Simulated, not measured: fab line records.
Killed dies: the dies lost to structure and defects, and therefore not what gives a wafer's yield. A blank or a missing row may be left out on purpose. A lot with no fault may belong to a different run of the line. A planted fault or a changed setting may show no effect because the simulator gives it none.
Chamber matching / flow nand harc / NHARC_P_BONDPAD_STRIP_15 on rie diel-04 has 4 sister chambers
The step strips in O2. 42 wafers are shown with their chamber, then 12 later ones without.

EACH WAFER AND ITS CHAMBER
wafer=L074.2; chamber=3; showerhead plenum p Torr (Torr)=3.59; drypump motor current A (A)=5.8; oes product au (a.u.)=0.982
wafer=L074.4; chamber=2; showerhead plenum p Torr (Torr)=3.60; drypump motor current A (A)=5.4; oes product au (a.u.)=0.991
wafer=L074.6; chamber=1; showerhead plenum p Torr (Torr)=3.59; drypump motor current A (A)=5.7; oes product au (a.u.)=0.975
wafer=L075.4; chamber=2; showerhead plenum p Torr (Torr)=3.59; drypump motor current A (A)=5.4; oes product au (a.u.)=1.004
wafer=L075.5; chamber=1; showerhead plenum p Torr (Torr)=3.59; drypump motor current A (A)=5.7; oes product au (a.u.)=0.973
wafer=L075.6; chamber=2; showerhead plenum p Torr (Torr)=3.60; drypump motor current A (A)=5.4; oes product au (a.u.)=1.002
wafer=L076.1; chamber=3; showerhead plenum p Torr (Torr)=3.59; drypump motor current A (A)=5.8; oes product au (a.u.)=0.983
wafer=L076.4; chamber=0; showerhead plenum p Torr (Torr)=3.78; drypump motor current A (A)=6.2; oes product au (a.u.)=1.011
wafer=L076.6; chamber=1; showerhead plenum p Torr (Torr)=3.59; drypump motor current A (A)=5.7; oes product au (a.u.)=0.980
wafer=L078.3; chamber=1; showerhead plenum p Torr (Torr)=3.59; drypump motor current A (A)=5.7; oes product au (a.u.)=0.976
wafer=L078.5; chamber=2; showerhead plenum p Torr (Torr)=3.59; drypump motor current A (A)=5.4; oes product au (a.u.)=1.007
wafer=L078.6; chamber=1; showerhead plenum p Torr (Torr)=3.59; drypump motor current A (A)=5.7; oes product au (a.u.)=0.975
wafer=L082.3; chamber=1; showerhead plenum p Torr (Torr)=3.59; drypump motor current A (A)=5.7; oes product au (a.u.)=0.977
wafer=L082.4; chamber=3; showerhead plenum p Torr (Torr)=3.59; drypump motor current A (A)=5.8; oes product au (a.u.)=0.996
wafer=L082.5; chamber=0; showerhead plenum p Torr (Torr)=3.77; drypump motor current A (A)=6.2; oes product au (a.u.)=1.003
wafer=L081.1; chamber=3; showerhead plenum p Torr (Torr)=3.59; drypump motor current A (A)=5.8; oes product au (a.u.)=0.988
wafer=L081.4; chamber=2; showerhead plenum p Torr (Torr)=3.59; drypump motor current A (A)=5.4; oes product au (a.u.)=1.002
wafer=L081.5; chamber=2; showerhead plenum p Torr (Torr)=3.59; drypump motor current A (A)=5.4; oes product au (a.u.)=0.999
wafer=L083.2; chamber=3; showerhead plenum p Torr (Torr)=3.59; drypump motor current A (A)=5.9; oes product au (a.u.)=0.997
wafer=L083.3; chamber=2; showerhead plenum p Torr (Torr)=3.59; drypump motor current A (A)=5.4; oes product au (a.u.)=0.999
wafer=L083.5; chamber=0; showerhead plenum p Torr (Torr)=3.77; drypump motor current A (A)=6.1; oes product au (a.u.)=1.009
wafer=L085.1; chamber=3; showerhead plenum p Torr (Torr)=3.59; drypump motor current A (A)=5.9; oes product au (a.u.)=0.997
wafer=L085.2; chamber=0; showerhead plenum p Torr (Torr)=3.77; drypump motor current A (A)=6.2; oes product au (a.u.)=1.015
wafer=L085.3; chamber=2; showerhead plenum p Torr (Torr)=3.59; drypump motor current A (A)=5.4; oes product au (a.u.)=1.009
wafer=L087.1; chamber=0; showerhead plenum p Torr (Torr)=3.77; drypump motor current A (A)=6.2; oes product au (a.u.)=1.011
wafer=L087.4; chamber=3; showerhead plenum p Torr (Torr)=3.59; drypump motor current A (A)=5.8; oes product au (a.u.)=0.987
wafer=L087.6; chamber=3; showerhead plenum p Torr (Torr)=3.59; drypump motor current A (A)=5.8; oes product au (a.u.)=0.999
wafer=L088.1; chamber=1; showerhead plenum p Torr (Torr)=3.59; drypump motor current A (A)=5.7; oes product au (a.u.)=0.985
wafer=L088.3; chamber=0; showerhead plenum p Torr (Torr)=3.77; drypump motor current A (A)=6.2; oes product au (a.u.)=1.009
wafer=L088.5; chamber=3; showerhead plenum p Torr (Torr)=3.59; drypump motor current A (A)=5.8; oes product au (a.u.)=0.984
wafer=L090.2; chamber=1; showerhead plenum p Torr (Torr)=3.59; drypump motor current A (A)=5.7; oes product au (a.u.)=0.981
wafer=L090.3; chamber=2; showerhead plenum p Torr (Torr)=3.59; drypump motor current A (A)=5.4; oes product au (a.u.)=0.997
wafer=L090.6; chamber=2; showerhead plenum p Torr (Torr)=3.59; drypump motor current A (A)=5.4; oes product au (a.u.)=1.001
wafer=L089.1; chamber=1; showerhead plenum p Torr (Torr)=3.59; drypump motor current A (A)=5.7; oes product au (a.u.)=0.981
wafer=L089.4; chamber=3; showerhead plenum p Torr (Torr)=3.59; drypump motor current A (A)=5.8; oes product au (a.u.)=0.983
wafer=L089.5; chamber=2; showerhead plenum p Torr (Torr)=3.59; drypump motor current A (A)=5.4; oes product au (a.u.)=1.002
wafer=L092.3; chamber=2; showerhead plenum p Torr (Torr)=3.59; drypump motor current A (A)=5.4; oes product au (a.u.)=0.998
wafer=L092.5; chamber=0; showerhead plenum p Torr (Torr)=3.77; drypump motor current A (A)=6.2; oes product au (a.u.)=1.005
wafer=L092.6; chamber=1; showerhead plenum p Torr (Torr)=3.59; drypump motor current A (A)=5.7; oes product au (a.u.)=0.981
wafer=L091.2; chamber=0; showerhead plenum p Torr (Torr)=3.77; drypump motor current A (A)=6.2; oes product au (a.u.)=1.004
wafer=L091.3; chamber=2; showerhead plenum p Torr (Torr)=3.59; drypump motor current A (A)=5.4; oes product au (a.u.)=1.007
wafer=L091.5; chamber=1; showerhead plenum p Torr (Torr)=3.59; drypump motor current A (A)=5.7; oes product au (a.u.)=0.987

SIGNATURES, as means of the wafers listed above
reading=showerhead plenum p Torr; chamber 0=3.7713; chamber 1=3.5900; chamber 2=3.5915; chamber 3=3.5900; scatter within a chamber=0.0026
reading=drypump motor current A; chamber 0=6.188; chamber 1=5.700; chamber 2=5.400; chamber 3=5.820; scatter within a chamber=0.0255
reading=oes product au; chamber 0=1.00838; chamber 1=0.97918; chamber 2=1.00138; chamber 3=0.98960; scatter within a chamber=0.00517
Rule: a wafer's distance from a chamber is the root of the sum, over the readings, of the square of ((its reading less the chamber's mean) divided by the reading's scatter). The wafer belongs to the nearest chamber; if the next one is less than 2 further off, it can't be placed. The scatter: the root of (the sum of the squares of (reading less its chamber's mean) over the shown wafers, divided by (wafers less chambers)).

WAFERS WITH NO CHAMBER GIVEN
wafer=L094.2; showerhead plenum p Torr (Torr)=3.77; drypump motor current A (A)=6.2; oes product au (a.u.)=1.008
wafer=L094.3; showerhead plenum p Torr (Torr)=3.59; drypump motor current A (A)=5.8; oes product au (a.u.)=0.980
wafer=L094.5; showerhead plenum p Torr (Torr)=3.77; drypump motor current A (A)=6.1; oes product au (a.u.)=0.994
wafer=L095.1; showerhead plenum p Torr (Torr)=3.58; drypump motor current A (A)=5.8; oes product au (a.u.)=0.989
wafer=L095.3; showerhead plenum p Torr (Torr)=3.77; drypump motor current A (A)=6.2; oes product au (a.u.)=1.003
wafer=L095.5; showerhead plenum p Torr (Torr)=3.59; drypump motor current A (A)=5.4; oes product au (a.u.)=0.994
wafer=L096.3; showerhead plenum p Torr (Torr)=3.58; drypump motor current A (A)=5.8; oes product au (a.u.)=0.977
wafer=L096.5; showerhead plenum p Torr (Torr)=3.58; drypump motor current A (A)=5.8; oes product au (a.u.)=0.982
wafer=L096.6; showerhead plenum p Torr (Torr)=3.77; drypump motor current A (A)=6.2; oes product au (a.u.)=1.002
wafer=L097.1; showerhead plenum p Torr (Torr)=3.59; drypump motor current A (A)=5.7; oes product au (a.u.)=0.970
wafer=L097.5; showerhead plenum p Torr (Torr)=3.59; drypump motor current A (A)=5.7; oes product au (a.u.)=0.967
wafer=L097.6; showerhead plenum p Torr (Torr)=3.77; drypump motor current A (A)=6.2; oes product au (a.u.)=0.999

EACH ONE'S CHAMBER
wafer=L094.2; from the rows above=0; in truth=0
wafer=L094.3; from the rows above=can't be placed: 3 or 1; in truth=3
wafer=L094.5; from the rows above=0; in truth=0
wafer=L095.1; from the rows above=can't be placed: 3 or 1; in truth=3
wafer=L095.3; from the rows above=0; in truth=0
wafer=L095.5; from the rows above=2; in truth=2
wafer=L096.3; from the rows above=can't be placed: 3 or 1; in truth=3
wafer=L096.5; from the rows above=can't be placed: 3 or 1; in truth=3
wafer=L096.6; from the rows above=0; in truth=0
wafer=L097.1; from the rows above=1; in truth=1
wafer=L097.5; from the rows above=1; in truth=1
wafer=L097.6; from the rows above=0; in truth=0
Correctly placed: 8 of 12. Can't be placed from these rows: 4 (the true chamber is among the candidates in 4). Number placed wrongly: 0.
